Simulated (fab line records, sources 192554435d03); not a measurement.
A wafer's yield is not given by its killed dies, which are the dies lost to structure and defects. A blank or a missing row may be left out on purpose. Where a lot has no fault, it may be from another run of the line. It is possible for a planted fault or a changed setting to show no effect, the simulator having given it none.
Matching of chambers -- flow n5Finfet -- N5_BEOL_M5_STRIP_36 on rieDiel-03: 3 sister chambers
The step strips in N2/H2. 3 wafers are shown with their chamber, then 6 later ones without.

## WAFERS WITH THEIR CHAMBER
wafer,chamber,drypumpMotorCurrentA (A)
L091.4,0,5.2
L091.6,2,6.0
L092.3,3,6.4

## WAFERS WITHOUT THEIR CHAMBER
wafer,drypumpMotorCurrentA (A)
L092.5,6.5
L093.1,5.2
L093.3,6.5
L093.6,5.2
L097.2,6.5
L097.6,6.0

## THE CHAMBER EACH PASSED THROUGH
wafer,from the rows above,in truth
L092.5,3,3
L093.1,0,0
L093.3,3,3
L093.6,0,0
L097.2,3,3
L097.6,2,2
6 of 6 placed correctly. From these rows, 0 cannot be placed. Placed wrongly: 0.
How it was worked out, from the rows above alone: a wafer's distance from a chamber is the root of the sum, over the readings, of the square of ((its reading less the chamber's mean) divided by the reading's scatter). The wafer belongs to the nearest chamber; if the next one is less than 2 further off, it can't be placed. Each chamber's mean is taken over the wafers shown for it. The scatter: with one shown wafer a chamber, the root of the mean of the squares of how far each hidden wafer lies from its nearest shown one.
